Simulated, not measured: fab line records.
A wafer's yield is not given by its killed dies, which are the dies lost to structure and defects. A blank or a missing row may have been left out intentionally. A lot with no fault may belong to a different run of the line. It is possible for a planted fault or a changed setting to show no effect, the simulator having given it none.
fab line records | flow n5_finfet | part 1 of 2: steps 1 to 28 of 33
[record] lots = 5 wafers = 15 last_day = 17
route steps=1938 shown BEOL_M1@828 BEOL_M2@841
lots untouched by any fault: they come from a run of this same line in which no faults occurred
start_h: hours from the record's first day to the start of the lot's first wafer shown | wait_h: how many hours have passed since the lot's step before this one | " the same as in the row above | L1.1+2: several wafers, shown together as one row | - value missing, or start not given | * or withheld: withheld | < > ~ a bound
route shown NAME@n: a module of which the file shows steps, and the number in the route of the first | usual: mean/standard deviation taken from wafers without a fault | same: alike in all rows | chamber/n: place in a boat | sites: per-site readings | _std_site: their standard deviation | _edge_site: inner sites' mean taken away from outer sites' mean | radius_mm: how far each site lies from the wafer's centre | mask NAME#n: copy n | behind: tool/chamber where the wafer was last shaped | hold: cause of the lot's hold/its duration in hours/its outcome | device: whichever transistor did not switch (one of n, p or np) | end of line: the tests these same wafers got at the end of their route | a step without rows: its recipe alone | killed: the dies lost at the first sort to structure and to defects; this is not the yield of the wafer | map: dies across one wafer; x = killed, . = not, _ = none there
set.NAME: the setting the step ran with; set.NAME@STEP: the setting that earlier step ran with | model.NAME: the simulator's own value behind a step, which no gauge read
certain route steps with their lots: each step a table, each wafer a row
services: from which hour (start_h, from the record's first day; less than 0 if before it) a tool's chamber was out of use, for how many hours, and why
[[steps]]
[step N5_BEOL_M1_SPUTTER_94]
[recipe] material = Cu target_thk_a = 45 temp_c = -20 chamber_pressure_pa = 0.07 power_w = withheld time_s = 8.29
[usual] throttle_valve_pct = 29.6/0.64
// columns lot.wafer tool chamber start_h wait_h throttle_valve_pct
L077.2 pvd_sputter-03 - 145.14 0.1 31.1
L077.4 " - " " 30.1
L077.5 " - " " 29.4
L082.1 pvd_sputter-01 - 183.87 0.1 29.4
L082.4 " - " " 28.8
L082.5 " - " " 29.6
L086.2 pvd_sputter-01 - 207.09 0.1 29.5
L086.5 " - " " 29.0
L086.6 " - " " 30.0
L095.3 pvd_sputter-01 - 256.75 0.1 29.5
L095.5 " - " " 29.6
L095.6 " - " " 29.3
L096.2 pvd_sputter-02 - 261.58 0.1 29.7
L096.3 " - " " 29.9
L096.4 " - " " 30.6
[step N5_BEOL_M1_ANNEAL_95]
[recipe] temp_c = 400 time_s = 240 ambient = vacuum
[usual] heater_power_w = 823/36
// columns lot.wafer tool chamber start_h wait_h heater_power_w
L077.2 pvd_sputter-03 - 145.22 0.0 902
L077.4 " - " " 848
L077.5 " - " " 781
L082.1 pvd_sputter-01 - 183.95 0.0 846
L082.4 " - " " 797
L082.5 " - " " 800
L086.2 pvd_sputter-01 - 207.17 0.0 857
L086.5 " - " " 835
L086.6 " - " " 805
L095.3 pvd_sputter-01 - 256.83 0.0 817
L095.5 " - " " 797
L095.6 " - " " 804
L096.2 pvd_sputter-02 - 261.66 0.0 816
L096.3 " - " " 767
L096.4 " - " " 846
[step N5_BEOL_M1_SPUTTER_96]
[recipe] material = Cu target_thk_a = 45 temp_c = -20 chamber_pressure_pa = 0.07 power_w = withheld time_s = 8.29
[usual] throttle_valve_pct = 29.6/0.65
// columns lot.wafer tool chamber start_h wait_h throttle_valve_pct
L077.2 pvd_sputter-03 - 145.36 0.1 30.9
L077.4 " - " " 30.2
L077.5 " - " " 29.2
L082.1 pvd_sputter-01 - 184.09 0.1 29.4
L082.4 " - " " 28.6
L082.5 " - " " 29.6
L086.2 pvd_sputter-01 - 207.31 0.1 29.3
L086.5 " - " " 29.1
L086.6 " - " " 29.4
L095.3 pvd_sputter-01 - 256.97 0.1 29.7
L095.5 " - " " 29.6
L095.6 " - " " 29.0
L096.2 pvd_sputter-02 - 261.80 0.1 29.6
L096.3 " - " " 29.7
L096.4 " - " " 30.6
[step N5_BEOL_M1_ECD_50]
[recipe] material = Cu target_thk_a = 3000
// columns lot.wafer tool chamber start_h wait_h
L077.2+4+5 ecd_cu-02 0,1,0 145.47 0.1
L082.1+4+5 ecd_cu-02 0,0,1 184.21 0.1
L086.2+5+6 ecd_cu-02 0,1,0 207.43 0.1
L095.3+5+6 ecd_cu-01 1,1,0 257.10 0.1
L096.2+3+4 ecd_cu-01 0,1,0 261.91 0.1
[step N5_BEOL_M1_ANNEAL_51]
[recipe] temp_c = 225 time_s = 90 ambient = N2
[usual] anneal_temp_c = 224.98/0.16 wafer_temp_C_max = 225.93/0.23
// columns lot.wafer tool chamber start_h wait_h anneal_temp_c wafer_temp_C_max
L077.2 rtp_anneal-01 0 145.60 0.1 225.11 226.43
L077.4 " 0 " " 225.11 226.13
L077.5 " 0 " " 225.06 226.08
L082.1 rtp_anneal-01 0 184.29 0.1 225.27 225.95
L082.4 " 0 " " 225.42 226.08
L082.5 " 0 " " 225.31 226.38
L086.2 rtp_anneal-01 0 208.10 0.7 225.04 225.83
L086.5 " 0 " " 225.32 225.85
L086.6 " 0 " " 225.16 225.62
L095.3 rtp_anneal-02 0 257.25 0.1 225.12 225.87
L095.5 " 0 " " 225.06 225.53
L095.6 " 0 " " 224.94 225.66
L096.2 rtp_anneal-01 0 262.18 0.2 224.93 226.10
L096.3 " 0 " " 224.93 225.73
L096.4 " 0 " " 225.07 226.13
[step N5_BEOL_M1_CMP_52]
[recipe] stop_on = SiOC t_overpolish_s = 6.8 down_force_psi = 1 platen_rpm = 50 clearing_platen_down_force_psi = 1.5 clearing_platen_rpm = 50 post_cmp_clean = cu_alkaline target_thk_nm = 40 clearing_platen_pad_velocity_m_s = 0.99484 pad_velocity_m_s = 0.99484
[usual] barrier_field_endpoint_s = 24.5/0.87 motor_current_A = 6.1/0.51 overpolish_run_s = 6.801/0.0087 retaining_ring_pressure_frac = 1.000/0.0055 time_to_endpoint_s = 63/5
// columns lot.wafer tool chamber start_h wait_h barrier_field_endpoint_s motor_current_A overpolish_run_s retaining_ring_pressure_frac time_to_endpoint_s
L077.4 cmp-04 2 145.85 0.1 24.7 6.7 6.794 0.999 68
L077.2 " 3 " " 23.9 5.6 6.804 1.002 61
L077.5 " 3 " " 24.2 5.7 6.811 1.006 64
L082.4 cmp-02 0 184.59 0.1 25.1 6.0 6.802 1.000 66
L082.1 " 3 " " 25.5 5.8 6.809 1.001 72
L082.5 " 1 " " 23.7 6.0 6.796 1.002 62
L086.2 cmp-04 3 208.39 0.2 23.5 5.8 6.803 0.998 59
L086.5 " 2 " " 23.9 6.6 6.805 0.996 63
L086.6 " 3 " " 24.3 5.7 6.785 1.005 60
L095.3 cmp-04 0 257.55 0.3 24.8 7.1 6.814 0.999 68
L095.5 " 2 " " 25.5 6.7 6.800 1.004 70
L095.6 " 3 " " 23.8 5.3 6.792 0.994 58
L096.3 cmp-02 3 262.47 0.2 24.7 6.1 6.808 1.004 71
L096.4 " 0 " " 24.1 5.5 6.794 0.998 64
L096.2 " 1 " " 23.6 6.3 6.801 1.002 60
[step N5_BEOL_M1_THK_MEAS_53]
[recipe] thk_meas_gauge = xrf reads = Cu_of_BEOL_M1_ECD_50
[usual] M1_THK = 40.5/2
// columns lot.wafer tool chamber start_h wait_h M1_THK[nm]
L077.2 film_metro-02 - 146.15 - 38.7
L077.4 " - " " 41.2
L077.5 " - " " 40.3
L082.1 film_metro-01 - 184.88 - 41.8
L082.4 " - " " 41.5
L082.5 " - " " 40.0
L086.2 film_metro-01 - 208.65 - 38.2
L086.5 " - " " 41.1
L086.6 " - " " 38.6
L095.3 film_metro-01 - 257.77 - 43.3
L095.5 " - " " 44.2
L095.6 " - " " 42.3
L096.2 film_metro-02 - 262.73 - 39.7
L096.3 " - " " 42.1
L096.4 " - " " 41.5
[step N5_BEOL_M1_PRE_CLEAN_60]
[recipe] gas = NH3/H2 time_s = 15 temp_c = * rf_power_w = 300
[usual] heater_power_w = 97/13
// columns lot.wafer tool chamber start_h wait_h heater_power_w
L077.2 cvd_co-01 2 146.18 0.0 67
L077.4 " 2 " " 68
L077.5 " 0 " " 76
L082.1 cvd_co-01 1 184.92 0.0 122
L082.4 " 2 " " 68
L082.5 " 0 " " 77
L086.2 cvd_co-02 1 208.69 0.0 100
L086.5 " 0 " " 95
L086.6 " 2 " " 105
L095.3 cvd_co-01 2 257.81 0.0 71
L095.5 " 1 " " 120
L095.6 " 2 " " 71
L096.2 cvd_co-02 2 262.76 0.0 103
L096.3 " 1 " " 99
L096.4 " 0 " " 99
[step N5_BEOL_M1_CO_CAP_55]
[recipe] material = Co target_thk_a = 20 temp_c = 200 precursor = CCTBA/H2 pressure_torr = 30 time_s = 102.1
[usual] heater_power_w = 251/17
// columns lot.wafer tool chamber start_h wait_h heater_power_w
L077.2 cvd_co-01 2 146.22 0.0 213
L077.4 " 2 " " 210
L077.5 " 0 " " 225
L082.1 cvd_co-01 1 184.96 0.0 281
L082.4 " 2 " " 215
L082.5 " 0 " " 218
L086.2 cvd_co-02 1 208.73 0.0 255
L086.5 " 0 " " 252
L086.6 " 2 " " 260
L095.3 cvd_co-01 2 257.85 0.0 220
L095.5 " 1 " " 279
L095.6 " 2 " " 214
L096.2 cvd_co-02 2 262.80 0.0 253
L096.3 " 1 " " 249
L096.4 " 0 " " 252
[step N5_BEOL_M1_PRE_CLEAN_56]
[recipe] gas = NH3 time_s = 15 temp_c = withheld rf_power_w = 300
// columns lot.wafer tool chamber start_h wait_h
L077.2+4+5 pecvd-04 2,0,1 146.33 0.1
L082.1+4+5 pecvd-02 1,1,0 185.05 0.1
L086.2+5+6 pecvd-02 0,2,0 208.82 0.1
L095.3+5+6 pecvd-02 0,1,0 257.94 0.1
L096.2+3+4 pecvd-01 1,0,2 262.89 0.1
[step N5_BEOL_M1_DEP_57]
[recipe] material = SiCN target_thk_a = 80 temp_c = withheld precursor = 3MS/NH3 pressure_torr = 3 rf_w = 202 time_s = 14
[usual] showerhead_plenum_p_Torr = 3.668/0.014 showerhead_vpp_V = 866/31 throttle_valve_pct = 9.2/0.48
// columns lot.wafer tool chamber start_h wait_h showerhead_plenum_p_Torr showerhead_vpp_V throttle_valve_pct
L077.2 pecvd-04 2 146.35 0.0 3.674 889 8.3
L077.4 " 0 " " 3.677 825 8.8
L077.5 " 1 " " 3.680 854 9.6
L082.1 pecvd-02 1 185.07 0.0 3.650 856 9.4
L082.4 " 1 " " 3.652 867 9.9
L082.5 " 0 " " 3.661 857 9.1
L086.2 pecvd-02 0 208.85 0.0 3.655 876 9.3
L086.5 " 2 " " 3.643 832 8.4
L086.6 " 0 " " 3.667 868 9.3
L095.3 pecvd-02 0 257.96 0.0 3.655 865 9.1
L095.5 " 1 " " 3.650 857 9.7
L095.6 " 0 " " 3.652 870 9.3
L096.2 pecvd-01 1 262.92 0.0 3.673 867 9.2
L096.3 " 0 " " 3.691 931 10.1
L096.4 " 2 " " 3.685 897 9.6
[step N5_BEOL_M1_RS_MEAS_58]
[recipe] thk_meas_gauge = four-point-probe reads = Co_of_BEOL_M1_CO_CAP_55+Cu_of_BEOL_M1_ECD_50+Co_of_BEOL_M1_CVD_47+TaN_of_BEOL_M1_ALD_84
[usual] M1_RS = 0.67/0.042
// columns lot.wafer tool chamber start_h wait_h M1_RS[ohm/sq]
L077.2 film_metro-02 - 146.42 0.1 0.70
L077.4 " - " " 0.65
L077.5 " - " " 0.66
L082.1 film_metro-01 - 185.14 0.0 0.64
L082.4 " - " " 0.65
L082.5 " - " " 0.68
L086.2 film_metro-02 - 208.91 0.1 0.72
L086.5 " - " " 0.66
L086.6 " - " " 0.71
L095.3 film_metro-02 - 258.03 0.1 0.62
L095.5 " - " " 0.60
L095.6 " - " " 0.63
L096.2 film_metro-01 - 262.99 0.1 0.70
L096.3 " - " " 0.65
L096.4 " - " " 0.66
[step N5_BEOL_M1_INSPECT_59]
[recipe] inspect_instrument = darkfield mode = post_dep
[usual] raw_defect_count = 77/26
// columns lot.wafer tool chamber start_h wait_h raw_defect_count
L077.2 defect_inspect-01 - 146.45 0.0 59
L077.4 " - " " 65
L077.5 " - " " 81
L082.1 defect_inspect-02 - 185.17 0.0 50
L082.4 " - " " 79
L082.5 " - " " 106
L086.2 defect_inspect-02 - 208.94 0.0 95
L086.5 " - " " 127
L086.6 " - " " 138
L095.3 defect_inspect-02 - 258.06 0.0 78
L095.5 " - " " 66
L095.6 " - " " 60
L096.2 defect_inspect-01 - 263.01 0.0 59
L096.3 " - " " 77
L096.4 " - " " 43
[step N5_BEOL_M2_ILD_DEP_00]
[recipe] material = SiOC target_thk_a = 790 temp_c = 350 precursor = DEMS/O2 pressure_torr = 5 rf_w = 500 time_s = 15.3
[usual] heater_power_w = 483/68 showerhead_plenum_p_Torr = 5.706/0.013 showerhead_vpp_V = 1376/54 throttle_valve_pct = 12.3/0.6
// columns lot.wafer tool chamber start_h wait_h heater_power_w showerhead_plenum_p_Torr showerhead_vpp_V throttle_valve_pct
L077.2 pecvd-01 0 146.48 0.0 600 5.742 1478 13.2
L077.4 " 2 " " 426 5.694 1416 12.4
L077.5 " 1 " " 498 5.694 1339 11.9
L082.1 pecvd-04 0 185.20 0.0 552 5.695 1317 12.0
L082.4 " 1 " " 429 5.685 1321 12.5
L082.5 " 0 " " 564 5.695 1287 11.7
L086.2 pecvd-01 1 208.97 0.0 435 5.700 1342 11.8
L086.5 " 2 " " 376 5.692 1419 12.4
L086.6 " 1 " " 453 5.709 1349 11.9
L095.3 pecvd-01 1 258.09 0.0 446 5.690 1348 12.0
L095.5 " 2 " " 469 5.697 1410 12.5
L095.6 " 1 " " 466 5.704 1357 11.9
L096.2 pecvd-01 1 263.05 0.0 458 5.705 1359 11.8
L096.3 " 2 " " 450 5.699 1407 12.9
L096.4 " 1 " " 482 5.712 1324 12.3
[step N5_BEOL_M2_THK_MEAS_01]
[recipe] reads = SiOC_of_BEOL_M2_ILD_DEP_00
[usual] M2_ILD_THK = 79.4/1.2
// columns lot.wafer tool chamber start_h wait_h M2_ILD_THK[nm]
L077.2 film_metro-02 - 146.55 0.1 78.4
L077.4 " - " " 81.5
L077.5 " - " " 80.6
L082.1 film_metro-01 - 185.27 0.0 78.1
L082.4 " - " " 81.2
L082.5 " - " " 79.3
L086.2 film_metro-01 - 209.04 0.1 79.4
L086.5 " - " " 78.8
L086.6 " - " " 79.3
L095.3 film_metro-02 - 258.16 0.1 77.6
L095.5 " - " " 79.0
L095.6 " - " " 79.3
L096.2 film_metro-02 - 263.12 0.1 77.7
L096.3 " - " " 78.2
L096.4 " - " " 79.3
[step N5_BEOL_M2_PECVD_72]
[recipe] material = SiO2 target_thk_a = 160 temp_c = 400 precursor = TEOS/O2 pressure_torr = 5.5 rf_w = 450 teos_flow_sccm = 53.8 gas = O2 flow_sccm = 3000 time_s = 18
[usual] heater_power_w = 705/87 showerhead_plenum_p_Torr = 8.84/0.037 showerhead_vpp_V = 1296/49 throttle_valve_pct = 22.7/1.1
// columns lot.wafer tool chamber start_h wait_h heater_power_w showerhead_plenum_p_Torr showerhead_vpp_V throttle_valve_pct
L077.2 pecvd-03 1 146.59 0.0 553 8.84 1255 24.2
L077.4 " 0 " " 777 8.78 1282 22.3
L077.5 " 0 " " 790 8.76 1304 22.2
L082.1 pecvd-01 0 185.31 0.0 727 8.94 1422 24.6
L082.4 " 0 " " 719 8.94 1417 24.6
L082.5 " 1 " " 689 8.84 1275 22.5
L086.2 pecvd-01 1 209.08 0.0 644 8.84 1288 22.4
L086.5 " 1 " " 672 8.84 1287 22.4
L086.6 " 0 " " 739 8.92 1373 24.5
L095.3 pecvd-04 0 258.20 0.0 851 8.82 1248 22.5
L095.5 " 2 " " 709 8.85 1336 21.0
L095.6 " 0 " " 855 8.82 1226 22.1
L096.2 pecvd-04 0 263.16 0.0 765 8.83 1242 22.2
L096.3 " 2 " " 658 8.85 1327 21.3
L096.4 " 2 " " 655 8.82 1342 21.2
[step N5_BEOL_M2_HM_DEP_02]
[recipe] material = TiN target_thk_a = 200 temp_c = 25 chamber_pressure_pa = 0.49996
[usual] throttle_valve_pct = 29.9/0.76
// columns lot.wafer tool chamber start_h wait_h throttle_valve_pct
L077.2 pvd_sputter-02 - 146.66 0.1 29.7
L077.4 " - " " 28.8
L077.5 " - " " 28.5
L082.1 pvd_sputter-03 - 186.06 0.7 30.1
L082.4 " - " " 29.4
L082.5 " - " " 30.0
L086.2 pvd_sputter-01 - 209.89 0.8 29.6
L086.5 " - " " 29.1
L086.6 " - " " 30.0
L095.3 pvd_sputter-03 - 258.87 0.7 30.4
L095.5 " - " " 31.0
L095.6 " - " " 30.3
L096.2 pvd_sputter-01 - 264.23 1.1 28.9
L096.3 " - " " 28.7
L096.4 " - " " 29.8
[step N5_BEOL_M2_COAT_61]
[recipe] resist = SOC temp_c = 250 time_s = 60 spin_rpm = 1500 resist_thk_nm = 60
// columns lot.wafer tool chamber start_h wait_h
L077.2+4+5 litho_track-02 0 146.79 0.1
L082.1+4+5 litho_track-05 0 186.19 0.1
L086.2+5+6 litho_track-02 0 210.02 0.1
L095.3+5+6 litho_track-05 0 259.00 0.1
L096.2+3+4 litho_track-03 0 264.35 0.1
[step N5_BEOL_M2_COAT_62]
[recipe] resist = SiARC temp_c = 220 time_s = 60 spin_rpm = 1500 resist_thk_nm = 12
// columns lot.wafer tool chamber start_h wait_h
L077.2+4+5 litho_track-02 0 - -
L082.1+4+5 litho_track-05 0 - -
L086.2+5+6 litho_track-02 0 - -
L095.3+5+6 litho_track-05 0 - -
L096.2+3+4 litho_track-03 0 - -
[step N5_BEOL_M2_COAT_73]
[recipe] resist = underlayer temp_c = 205 time_s = 60 spin_rpm = 1500 resist_thk_nm = 5
// columns lot.wafer tool chamber start_h wait_h
L077.2+4+5 litho_track-02 0 - -
L082.1+4+5 litho_track-05 0 - -
L086.2+5+6 litho_track-02 0 - -
L095.3+5+6 litho_track-05 0 - -
L096.2+3+4 litho_track-03 0 - -
[step N5_BEOL_M2_COAT_05]
[recipe] resist = CAR-EUV spin_rpm = 1500 resist_thk_nm = 30
// columns lot.wafer tool chamber start_h wait_h
L077.2+4+5 litho_track-02 0 - -
L082.1+4+5 litho_track-05 0 - -
L086.2+5+6 litho_track-02 0 - -
L095.3+5+6 litho_track-05 0 - -
L096.2+3+4 litho_track-03 0 - -
[step N5_BEOL_M2_EBR_07]
[recipe] solvent = PGMEA ebr_width_mm = 1.5
// columns lot.wafer tool chamber start_h wait_h
L077.2+4+5 litho_track-02 0 - -
L082.1+4+5 litho_track-05 0 - -
L086.2+5+6 litho_track-02 0 - -
L095.3+5+6 litho_track-05 0 - -
L096.2+3+4 litho_track-03 0 - -
[step N5_BEOL_M2_SOFTBAKE_06]
[recipe] temp_c = 110 time_s = 60 resist = CAR-EUV
// columns lot.wafer tool chamber start_h wait_h
L077.2+4+5 litho_track-02 0 - -
L082.1+4+5 litho_track-05 0 - -
L086.2+5+6 litho_track-02 0 - -
L095.3+5+6 litho_track-05 0 - -
L096.2+3+4 litho_track-03 0 - -
[step N5_BEOL_M2_EXPOSE_08]
[recipe] mask_id = M2 na = 0.33 source_shape = dipole sigma_inner = 0.369 sigma_outer = 0.767 polarization = unpolarized dose_mj = 41.25
[usual] reticle_temp_C = 23.00/0.11
// columns lot.wafer tool chamber start_h wait_h mask reticle_temp_C
L077.2 euv_scanner-02 0 146.93 - M2#0 23.08
L077.4 " 0 " " M2#0 22.99
L077.5 " 0 " " M2#0 23.10
L082.1 euv_scanner-01 0 186.45 - M2#0 23.07
L082.4 " 0 " " M2#0 23.20
L082.5 " 0 " " M2#0 23.29
L086.2 euv_scanner-01 0 210.17 - M2#0 22.84
L086.5 " 0 " " M2#0 23.08
L086.6 " 0 " " M2#0 22.87
L095.3 euv_scanner-01 0 259.15 - M2#0 23.05
L095.5 " 0 " " M2#0 22.98
L095.6 " 0 " " M2#0 23.12
L096.2 euv_scanner-01 0 264.50 - M2#0 22.86
L096.3 " 0 " " M2#0 23.05
L096.4 " 0 " " M2#0 23.04
[step N5_BEOL_M2_PEB_09]
[recipe] peb_temp_c = 100 peb_time_s = 60 resist = CAR-EUV
// columns lot.wafer tool chamber start_h wait_h
L077.2+4+5 litho_track-02 0 146.99 0.1
L082.1+4+5 litho_track-02 0 186.52 0.1
L086.2+5+6 litho_track-02 0 210.22 0.1
L095.3+5+6 litho_track-02 0 259.20 0.0
L096.2+3+4 litho_track-02 0 264.56 0.1
[step N5_BEOL_M2_DEVELOP_10]
[recipe] develop_time_s = 30 developer = TMAH resist = CAR-EUV rinse_liquid = surfactant_rinse dry = air_spin dev_temp_c = 23
// columns lot.wafer tool chamber start_h wait_h
L077.2+4+5 litho_track-02 0 - -
L082.1+4+5 litho_track-02 0 - -
L086.2+5+6 litho_track-02 0 - -
L095.3+5+6 litho_track-02 0 - -
L096.2+3+4 litho_track-02 0 - -
[step N5_BEOL_M2_CD_MEAS_11]
[recipe] target_cd_nm = 16.79 landing_energy_ev = 500 detector = se_inlens polarity = opening
[usual] cd_nm = 16.78/0.25
// columns lot.wafer tool chamber start_h wait_h cd_nm
L077.2 cd_sem-01 0 147.06 - 16.49
L077.4 " 0 " " 16.95
L077.5 " 0 " " 16.61
L082.1 cd_sem-02 0 186.58 - 16.68
L082.4 " 0 " " 16.64
L082.5 " 0 " " 16.72
L086.2 cd_sem-01 0 210.29 - 17.15
L086.5 " 0 " " 17.04
L086.6 " 0 " " 16.91
L095.3 cd_sem-02 0 259.27 - 16.78
L095.5 " 0 " " 16.61
L095.6 " 0 " " 17.18
L096.2 cd_sem-01 0 264.62 - 16.58
L096.3 " 0 " " 17.02
L096.4 " 0 " " 17.11
[step N5_BEOL_M2_OVL_MEAS_12]
[recipe] points_per_wafer = 522
[usual] M2_OVL = 0.4/0.76
// columns lot.wafer tool chamber start_h wait_h M2_OVL[nm]
L077.2 overlay-01 0 147.09 0.0 0.9
L077.4 " 0 " " -0.2
L077.5 " 0 " " 0.4
L082.1 overlay-02 0 186.61 0.0 0.5
L082.4 " 0 " " 2.0
L082.5 " 0 " " 0.7
L086.2 overlay-01 0 210.33 0.0 1.1
L086.5 " 0 " " 1.7
L086.6 " 0 " " 0.5
L095.3 overlay-01 0 259.31 0.0 1.0
L095.5 " 0 " " 0.5
L095.6 " 0 " " 1.9
L096.2 overlay-02 0 264.66 0.0 -0.9
L096.3 " 0 " " 0.0
L096.4 " 0 " " 0.0
